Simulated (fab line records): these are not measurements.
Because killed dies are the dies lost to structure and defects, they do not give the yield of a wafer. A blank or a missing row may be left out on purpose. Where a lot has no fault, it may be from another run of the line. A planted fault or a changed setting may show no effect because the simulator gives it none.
Which tool was responsible? / flow nandHarc / 13 lots, 38 wafers sampled, at 6 steps of a route of 1302

WHAT EACH GAUGE READ, for each wafer
NHARC_A_ONON_D2_THK_MEAS_08: measures by ellipsometry.
lot=L751; measured=day 13 16:25; on=filmMetro-02; thkNm (nm)=982 985 986
lot=L752; measured=day 13 23:40; on=filmMetro-02; thkNm (nm)=978 977 978
lot=L754; measured=day 14 09:50; on=filmMetro-02; thkNm (nm)=995 995 996
lot=L757; measured=day 15 09:50; on=filmMetro-02; thkNm (nm)=1024 1026 1024
lot=L756; measured=day 15 14:59; on=filmMetro-01; thkNm (nm)=995 993
lot=L763; measured=day 18 10:18; on=filmMetro-02; thkNm (nm)=998 997 998
lot=L766; measured=day 19 20:11; on=filmMetro-01; thkNm (nm)=999 1001 1000
lot=L767; measured=day 19 18:52; on=filmMetro-02; thkNm (nm)=1006 1004 1004
lot=L768; measured=day 20 01:40; on=filmMetro-02; thkNm (nm)=997 998 995
lot=L769; measured=day 20 21:45; on=filmMetro-02; thkNm (nm)=989 991 992
lot=L770; measured=day 21 09:51; on=filmMetro-02; thkNm (nm)=1002 1005 1002
lot=L771; measured=day 21 09:52; on=filmMetro-01; thkNm (nm)=1006 1006 1004
lot=L772; measured=day 22 06:44; on=filmMetro-01; thkNm (nm)=998 999 998

NHARC_A_ONON_D2_THK_MEAS_30: measures by ellipsometry.
lot=L751; measured=day 14 04:08; on=filmMetro-02; thkNm (nm)=996 998 996
lot=L752; measured=day 14 10:46; on=filmMetro-01; thkNm (nm)=995 991 994
lot=L754; measured=day 14 21:13; on=filmMetro-02; thkNm (nm)=989 990 988
lot=L757; measured=day 15 21:03; on=filmMetro-01; thkNm (nm)=1005 1006 612
lot=L756; measured=day 16 01:43; on=filmMetro-02; thkNm (nm)=619 619
lot=L763; measured=day 18 22:18; on=filmMetro-01; thkNm (nm)=1003 1001 1002
lot=L766; measured=day 20 05:57; on=filmMetro-01; thkNm (nm)=988 989 988
lot=L767; measured=day 20 05:59; on=filmMetro-02; thkNm (nm)=1008 1009 1009
lot=L768; measured=day 20 13:46; on=filmMetro-02; thkNm (nm)=1002 1003 1004
lot=L769; measured=day 21 08:53; on=filmMetro-01; thkNm (nm)=1019 1018 1016
lot=L770; measured=day 21 20:36; on=filmMetro-02; thkNm (nm)=976 976 977
lot=L771; measured=day 21 20:36; on=filmMetro-01; thkNm (nm)=1002 1001 1002
lot=L772; measured=day 22 18:28; on=filmMetro-02; thkNm (nm)=1018 1019 1017

NHARC_END_SORT_01.
lot=L754; measured=day 26 02:25; on=prober-01; killedAtArray=74 82 72; killedAtOther=0 0 0; killedAtPeriphery=6 2 2; killedDies=80 84 74; killedOpen=7 6 1; killedShort=5 6 4
lot=L757; measured=day 27 03:35; on=prober-01; killedAtArray=71 63 677; killedAtOther=0 0 0; killedAtPeriphery=0 0 0; killedDies=71 63 677; killedOpen=4 1 2; killedShort=1 1 2
lot=L756; measured=day 27 05:14; on=prober-02; killedAtArray=673 675; killedAtOther=0 1; killedAtPeriphery=4 1; killedDies=677 677; killedOpen=7 1; killedShort=5 1
lot=L767; measured=day 31 21:07; on=prober-02; killedAtArray=48 48 43; killedAtOther=0 1 0; killedAtPeriphery=11 6 13; killedDies=59 55 56; killedOpen=5 4 1; killedShort=2 4 4

WHAT TOOL EACH LOT RAN ON (gives the tool, then ch and the chambers of the sampled wafers, and finally the start)
lot=L751; NHARC_A_DECK1_JOINT_ETCHBACK_07=rieSi-06 ch 0,1, day 12 05:06; NHARC_A_ONON_D2_DEP_28=pecvdOnon-03 ch 0, day 14 03:41; NHARC_A_CHANNEL_HOLE_D2_DESCUM_15=rieDiel-05 ch 0,1,3, day 14 07:38
lot=L752; NHARC_A_DECK1_JOINT_ETCHBACK_07=rieSi-02 ch 1,2, day 12 10:44; NHARC_A_ONON_D2_DEP_28=pecvdOnon-01 ch 0, day 14 10:16; NHARC_A_CHANNEL_HOLE_D2_DESCUM_15=rieDiel-08 ch 2,3, day 14 18:08
lot=L754; NHARC_A_DECK1_JOINT_ETCHBACK_07=rieSi-02 ch 0,1,3, day 13 00:49; NHARC_A_ONON_D2_DEP_28=pecvdOnon-03 ch 0, day 14 20:43; NHARC_A_CHANNEL_HOLE_D2_DESCUM_15=rieDiel-12 ch 0,3, day 15 01:02
lot=L757; NHARC_A_DECK1_JOINT_ETCHBACK_07=rieSi-01 ch 0,1,2, day 13 18:02; NHARC_A_ONON_D2_DEP_28=pecvdOnon-03 ch 0, day 15 20:32; NHARC_A_CHANNEL_HOLE_D2_DESCUM_15=rieDiel-08 ch 1,3, day 16 00:50
lot=L756; NHARC_A_DECK1_JOINT_ETCHBACK_07=rieSi-02 ch 1,2, day 14 01:17; NHARC_A_ONON_D2_DEP_28=pecvdOnon-03 ch 0, day 16 01:19; NHARC_A_CHANNEL_HOLE_D2_DESCUM_15=-
lot=L763; NHARC_A_DECK1_JOINT_ETCHBACK_07=rieSi-01 ch 0,1,3, day 16 19:25; NHARC_A_ONON_D2_DEP_28=pecvdOnon-04 ch 0, day 18 21:47; NHARC_A_CHANNEL_HOLE_D2_DESCUM_15=rieDiel-05 ch 0,1,3, day 19 03:45
lot=L766; NHARC_A_DECK1_JOINT_ETCHBACK_07=rieSi-02 ch 0,2,3, day 17 21:20; NHARC_A_ONON_D2_DEP_28=pecvdOnon-04 ch 0, day 20 05:26; NHARC_A_CHANNEL_HOLE_D2_DESCUM_15=rieDiel-08 ch 0,2,3, day 20 09:17
lot=L767; NHARC_A_DECK1_JOINT_ETCHBACK_07=rieSi-01 ch 0,2,3, day 18 06:48; NHARC_A_ONON_D2_DEP_28=pecvdOnon-03 ch 0, day 20 05:28; NHARC_A_CHANNEL_HOLE_D2_DESCUM_15=rieDiel-05 ch 0,1,2, day 20 09:28
lot=L768; NHARC_A_DECK1_JOINT_ETCHBACK_07=rieSi-06 ch 0,2, day 18 14:27; NHARC_A_ONON_D2_DEP_28=pecvdOnon-01 ch 0, day 20 13:18; NHARC_A_CHANNEL_HOLE_D2_DESCUM_15=rieDiel-05 ch 1,2,3, day 20 17:11
lot=L769; NHARC_A_DECK1_JOINT_ETCHBACK_07=rieSi-01 ch 1,2,3, day 19 11:28; NHARC_A_ONON_D2_DEP_28=pecvdOnon-01 ch 0, day 21 08:29; NHARC_A_CHANNEL_HOLE_D2_DESCUM_15=rieDiel-08 ch 0,3, day 21 18:29
lot=L770; NHARC_A_DECK1_JOINT_ETCHBACK_07=rieSi-01 ch 0,1,3, day 19 16:21; NHARC_A_ONON_D2_DEP_28=pecvdOnon-03 ch 0, day 21 20:05; NHARC_A_CHANNEL_HOLE_D2_DESCUM_15=rieDiel-08 ch 0,2,3, day 22 00:10
lot=L771; NHARC_A_DECK1_JOINT_ETCHBACK_07=rieSi-06 ch 0,1,3, day 19 20:25; NHARC_A_ONON_D2_DEP_28=pecvdOnon-01 ch 0, day 21 20:16; NHARC_A_CHANNEL_HOLE_D2_DESCUM_15=rieDiel-08 ch 0,2,3, day 22 00:22
lot=L772; NHARC_A_DECK1_JOINT_ETCHBACK_07=rieSi-01 ch 0,2,3, day 20 16:56; NHARC_A_ONON_D2_DEP_28=pecvdOnon-03 ch 0, day 22 17:58; NHARC_A_CHANNEL_HOLE_D2_DESCUM_15=rieDiel-12 ch 0,1,2, day 22 21:57
- NHARC_A_DECK1_JOINT_ETCHBACK_07: etches the open film in HBr, target depth 105 nm, time 26.9 s.
- NHARC_A_ONON_D2_DEP_28: target thk 1000 nm.
- NHARC_A_CHANNEL_HOLE_D2_DESCUM_15: chemistry O2, time 3 s.

AS READ BY THE TOOLS THEMSELVES (means over the sampled wafers that have a number; for cases with no such wafer, the mark the record gives instead)
NHARC_A_DECK1_JOINT_ETCHBACK_07.
lot=L751; tool=rieSi-06; drypumpMotorCurrentA (A)=5.7; heBacksideLeakSccm (sccm)=2.5; oesProductAu (a.u.)=0.996; throttleValvePct (%)=23.261
lot=L752; tool=rieSi-02; drypumpMotorCurrentA (A)=5.3; heBacksideLeakSccm (sccm)=2.7; oesProductAu (a.u.)=1.003; throttleValvePct (%)=23.270
lot=L754; tool=rieSi-02; drypumpMotorCurrentA (A)=5.7; heBacksideLeakSccm (sccm)=2.7; oesProductAu (a.u.)=1.003; throttleValvePct (%)=23.276
lot=L757; tool=rieSi-01; drypumpMotorCurrentA (A)=6.2; heBacksideLeakSccm (sccm)=2.7; oesProductAu (a.u.)=1.002; throttleValvePct (%)=23.268
lot=L756; tool=rieSi-02; drypumpMotorCurrentA (A)=5.6; heBacksideLeakSccm (sccm)=2.7; oesProductAu (a.u.)=1.000; throttleValvePct (%)=23.270
lot=L763; tool=rieSi-01; drypumpMotorCurrentA (A)=6.2; heBacksideLeakSccm (sccm)=2.8; oesProductAu (a.u.)=1.002; throttleValvePct (%)=23.254
lot=L766; tool=rieSi-02; drypumpMotorCurrentA (A)=6.2; heBacksideLeakSccm (sccm)=2.9; oesProductAu (a.u.)=0.999; throttleValvePct (%)=23.264
lot=L767; tool=rieSi-01; drypumpMotorCurrentA (A)=6.4; heBacksideLeakSccm (sccm)=3.6; oesProductAu (a.u.)=1.002; throttleValvePct (%)=23.251
lot=L768; tool=rieSi-06; drypumpMotorCurrentA (A)=5.7; heBacksideLeakSccm (sccm)=2.4; oesProductAu (a.u.)=1.002; throttleValvePct (%)=23.262
lot=L769; tool=rieSi-01; drypumpMotorCurrentA (A)=6.0; heBacksideLeakSccm (sccm)=2.8; oesProductAu (a.u.)=0.994; throttleValvePct (%)=23.267
lot=L770; tool=rieSi-01; drypumpMotorCurrentA (A)=6.2; heBacksideLeakSccm (sccm)=2.8; oesProductAu (a.u.)=0.998; throttleValvePct (%)=23.263
lot=L771; tool=rieSi-06; drypumpMotorCurrentA (A)=5.8; heBacksideLeakSccm (sccm)=2.5; oesProductAu (a.u.)=0.993; throttleValvePct (%)=23.267
lot=L772; tool=rieSi-01; drypumpMotorCurrentA (A)=6.4; heBacksideLeakSccm (sccm)=2.8; oesProductAu (a.u.)=0.996; throttleValvePct (%)=23.262

NHARC_A_CHANNEL_HOLE_D2_DESCUM_15.
lot=L751; tool=rieDiel-05; drypumpMotorCurrentA (A)=6.2; oesProductAu (a.u.)=1.005; rfVppV (V)=58.4; showerheadPlenumPTorr (Torr)=1.95; throttleValvePct (%)=11.316
lot=L752; tool=rieDiel-08; drypumpMotorCurrentA (A)=5.6; oesProductAu (a.u.)=0.996; rfVppV (V)=57.5; showerheadPlenumPTorr (Torr)=1.93; throttleValvePct (%)=11.311
lot=L754; tool=rieDiel-12; drypumpMotorCurrentA (A)=5.8; oesProductAu (a.u.)=0.999; rfVppV (V)=57.0; showerheadPlenumPTorr (Torr)=1.79; throttleValvePct (%)=11.309
lot=L757; tool=rieDiel-08; drypumpMotorCurrentA (A)=5.8; oesProductAu (a.u.)=0.997; rfVppV (V)=56.9; showerheadPlenumPTorr (Torr)=1.89; throttleValvePct (%)=11.310
lot=L763; tool=rieDiel-05; drypumpMotorCurrentA (A)=6.2; oesProductAu (a.u.)=0.995; rfVppV (V)=56.9; showerheadPlenumPTorr (Torr)=1.95; throttleValvePct (%)=11.308
lot=L766; tool=rieDiel-08; drypumpMotorCurrentA (A)=5.5; oesProductAu (a.u.)=1.008; rfVppV (V)=58.2; showerheadPlenumPTorr (Torr)=1.94; throttleValvePct (%)=11.316
lot=L767; tool=rieDiel-05; drypumpMotorCurrentA (A)=6.1; oesProductAu (a.u.)=0.999; rfVppV (V)=57.8; showerheadPlenumPTorr (Torr)=1.92; throttleValvePct (%)=11.303
lot=L768; tool=rieDiel-05; drypumpMotorCurrentA (A)=6.0; oesProductAu (a.u.)=1.007; rfVppV (V)=58.0; showerheadPlenumPTorr (Torr)=1.96; throttleValvePct (%)=11.304
lot=L769; tool=rieDiel-08; drypumpMotorCurrentA (A)=5.2; oesProductAu (a.u.)=1.004; rfVppV (V)=57.9; showerheadPlenumPTorr (Torr)=1.93; throttleValvePct (%)=11.320
lot=L770; tool=rieDiel-08; drypumpMotorCurrentA (A)=5.5; oesProductAu (a.u.)=1.002; rfVppV (V)=57.9; showerheadPlenumPTorr (Torr)=1.94; throttleValvePct (%)=11.310
lot=L771; tool=rieDiel-08; drypumpMotorCurrentA (A)=5.5; oesProductAu (a.u.)=1.003; rfVppV (V)=58.1; showerheadPlenumPTorr (Torr)=1.94; throttleValvePct (%)=11.310
lot=L772; tool=rieDiel-12; drypumpMotorCurrentA (A)=5.7; oesProductAu (a.u.)=0.996; rfVppV (V)=57.8; showerheadPlenumPTorr (Torr)=1.91; throttleValvePct (%)=11.313

THE ANSWER, worked out from the rows above alone
Rule: the usual values come from the lots themselves. Put in order of their means at a reading, lots are off if they are a third of the lots or fewer, leave a main group of 4 or more, and stand apart from it by a gap of 3 or more times the standard deviation of the main group's means; of several such gaps the widest counts. A main group whose means are all the same, to the digits that the tables above print for the reading, isn't used. A lot without any number at a reading at which 4 lots or more have one is off too. The other lots that the step has rows for count as sound. The gauges are gone through in route order, then the tools' own readings, and for those a lot's mean is taken as printed above. The first step at which some lot is off is used, and at that step the reading that is off furthest; a lot without a number counts as furthest.
Off at NHARC_A_ONON_D2_THK_MEAS_30 (thkNm): L757, L756. Mean 1000 nm and standard deviation 12 in the main group.
A tool fits if, at a process step before that reading, it ran every lot that is off, and no sound lot after the first of them. Those tools and the gauges at NHARC_A_ONON_D2_THK_MEAS_30 are tried in the same way. None of those tried fits.

WHAT THE SIMULATOR HAD PUT IN
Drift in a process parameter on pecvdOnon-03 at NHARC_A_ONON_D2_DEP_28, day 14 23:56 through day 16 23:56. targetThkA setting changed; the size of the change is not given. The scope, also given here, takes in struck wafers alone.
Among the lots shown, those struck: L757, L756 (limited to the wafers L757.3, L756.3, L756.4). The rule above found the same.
